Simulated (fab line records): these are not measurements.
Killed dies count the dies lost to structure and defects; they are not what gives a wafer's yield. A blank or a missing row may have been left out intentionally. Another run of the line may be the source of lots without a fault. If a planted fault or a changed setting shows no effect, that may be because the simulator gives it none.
Code-filled problem report in 8D (eight disciplines) form | flow n5Finfet | the parts of the form that need people (team, actions taken, sign-off) are left out

1. WHAT WENT WRONG
killedAtFrontEnd at N5_PASSIVATION_PROBE_49 reads a mean of 1100 on 6 wafers of 2 lots; wafers without a fault read 36 with a standard deviation of 9.9. That is +99 or more standard deviations from the usual mean.
First seen on wafer L748.2, day 16 05:04, on prober-02. The record has a number at this step for 8 wafers belonging to 3 lots. Rule for "out", or "out of limits": more than 4 standard deviations from the usual mean. All remaining wafers that have a number are taken as sound.

2. WHAT IT IS, WHAT IT ISN'T
question                    | is                                        | is not
which readings at this step | killedAtFrontEnd, killedDies, killedOnRim | killed_at_M4_up, killedAtContacts, killedAtOther
which lots                  | L747, L748                                | L756
which wafers of those lots  | all that have a number                    | -
read on which tools         | prober-01, prober-02                      | -
when                        | from day 16 05:04                         | up to then (0 sound wafers); but 2 sound wafers of L756 came after

3. SUSPECTS, AND WHAT RULES EACH OUT
Counting: a tool at any process step up to the reading remains a suspect when it ran all the lots that are out and ran no sound lot after the first of those.
- krfScanner-01 at N5_WELL_APT_EXPOSE_05 (exposes mask NWELL, defocus 0 nm, target cd 200 nm): kept. It ran every lot that is out, first L747 (day 4 01:41), and no sound lot after that.
The count leaves krfScanner-01 at N5_WELL_APT_EXPOSE_05.

4. THE CAUSE (what the simulator had put in)
Step skipped in full: krfScanner-01, at N5_WELL_APT_EXPOSE_05, from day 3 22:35 onward. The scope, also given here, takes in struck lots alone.
Only this tool survived the counting.

5. THE CHAIN OF EFFECTS, in route order
Rows list readings where the struck wafers' mean (over those with a number) sits beyond 3 standard deviations from the usual. Only readings whose record carries a usual standard deviation are examined. hours: median over the lots of the time between each lot's start at the first step of this table that gives one and its start at this step. sigmas: the change, counted in usual standard deviations.
hours | step                    | reading          | usual | on struck wafers | change | sigmas
0     | N5_PASSIVATION_PROBE_49 | killedAtFrontEnd | 36    | 1100             | +1064  | +99 or more
0     | N5_PASSIVATION_PROBE_49 | killedDies       | 101   | 1180             | +1079  | +60
0     | N5_PASSIVATION_PROBE_49 | killedOnRim      | 13    | 152              | +139   | +34
The process steps in it:
- N5_PASSIVATION_PROBE_49
Readings that are blank on the struck wafers while sound wafers have them: exposureDoseMJCm2 at N5_WELL_APT_EXPOSE_05; focusOffsetNm at N5_WELL_APT_EXPOSE_05; stageVelMmS at N5_WELL_APT_EXPOSE_05; cdNm at N5_WELL_APT_CD_MEAS_08.

6. HOW IT WOULD HAVE BEEN CAUGHT EARLIER
In this record no reading fell out of limits until day 16 05:04, 294 hours after the fault had begun at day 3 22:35.
Between N5_WELL_APT_EXPOSE_05 and N5_PASSIVATION_PROBE_49, N5_WELL_APT_CD_MEAS_08 gave no cdNm on the struck wafers, where sound wafers have one: a measuring or inspecting step that comes back empty is itself a sign.
At N5_WELL_APT_EXPOSE_05 the tool's readings are blank on the struck wafers, where sound wafers have them: an empty tool record is the first sign, and it was there at once.
All the lots that are out (2) had begun N5_WELL_APT_EXPOSE_05 on krfScanner-01 by day 16 05:04. None of them would have been spared by holding the tool at that moment.
